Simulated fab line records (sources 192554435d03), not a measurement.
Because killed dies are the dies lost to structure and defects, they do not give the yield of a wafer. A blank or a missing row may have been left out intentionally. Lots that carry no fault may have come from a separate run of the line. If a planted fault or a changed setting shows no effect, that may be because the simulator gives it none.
Chamber matching || flow n5-finfet || N5_BEOL_M1_STRIP_36 on rie-diel-06: 3 sister chambers
The step strips in N2/H2. 6 wafers are shown with their chamber, then 6 later ones without.

WAFERS PAIRED WITH THEIR CHAMBERS
{"wafer": "L077.5", "chamber": 1, "showerhead-plenum-p-Torr (Torr)": 2.60, "drypump-motor-current-A (A)": 5.9}
{"wafer": "L084.1", "chamber": 1, "showerhead-plenum-p-Torr (Torr)": 2.59, "drypump-motor-current-A (A)": 5.8}
{"wafer": "L084.3", "chamber": 0, "showerhead-plenum-p-Torr (Torr)": 2.37, "drypump-motor-current-A (A)": 4.9}
{"wafer": "L084.4", "chamber": 3, "showerhead-plenum-p-Torr (Torr)": 2.58, "drypump-motor-current-A (A)": 6.3}
{"wafer": "L085.1", "chamber": 3, "showerhead-plenum-p-Torr (Torr)": 2.58, "drypump-motor-current-A (A)": 6.3}
{"wafer": "L085.4", "chamber": 0, "showerhead-plenum-p-Torr (Torr)": 2.37, "drypump-motor-current-A (A)": 4.9}

WAFERS WITHOUT THEIR CHAMBER
{"wafer": "L085.6", "showerhead-plenum-p-Torr (Torr)": 2.58, "drypump-motor-current-A (A)": 6.3}
{"wafer": "L090.1", "showerhead-plenum-p-Torr (Torr)": 2.57, "drypump-motor-current-A (A)": 6.3}
{"wafer": "L090.2", "showerhead-plenum-p-Torr (Torr)": 2.59, "drypump-motor-current-A (A)": 5.8}
{"wafer": "L090.5", "showerhead-plenum-p-Torr (Torr)": 2.59, "drypump-motor-current-A (A)": 5.8}
{"wafer": "L091.3", "showerhead-plenum-p-Torr (Torr)": 2.57, "drypump-motor-current-A (A)": 6.3}
{"wafer": "L091.6", "showerhead-plenum-p-Torr (Torr)": 2.59, "drypump-motor-current-A (A)": 5.8}

WHICH CHAMBER EACH WENT THROUGH
{"wafer": "L085.6", "from the rows above": 3, "in truth": 3}
{"wafer": "L090.1", "from the rows above": 3, "in truth": 3}
{"wafer": "L090.2", "from the rows above": 1, "in truth": 1}
{"wafer": "L090.5", "from the rows above": 1, "in truth": 1}
{"wafer": "L091.3", "from the rows above": 3, "in truth": 3}
{"wafer": "L091.6", "from the rows above": 1, "in truth": 1}
Correct placement for 6 of the 6. Left unplaced by these rows: 0. Placed wrongly: 0.
How it was worked out, from the rows above alone: a wafer's distance from a chamber is the root of the sum, over the readings, of the square of ((its reading less the chamber's mean) divided by the reading's scatter). The wafer belongs to the nearest chamber; if the next one is less than 2 further off, it can't be placed. A chamber's mean is the mean of its shown wafers. The scatter: the root of (the sum of the squares of (reading less its chamber's mean) over the shown wafers, divided by (wafers less chambers)).
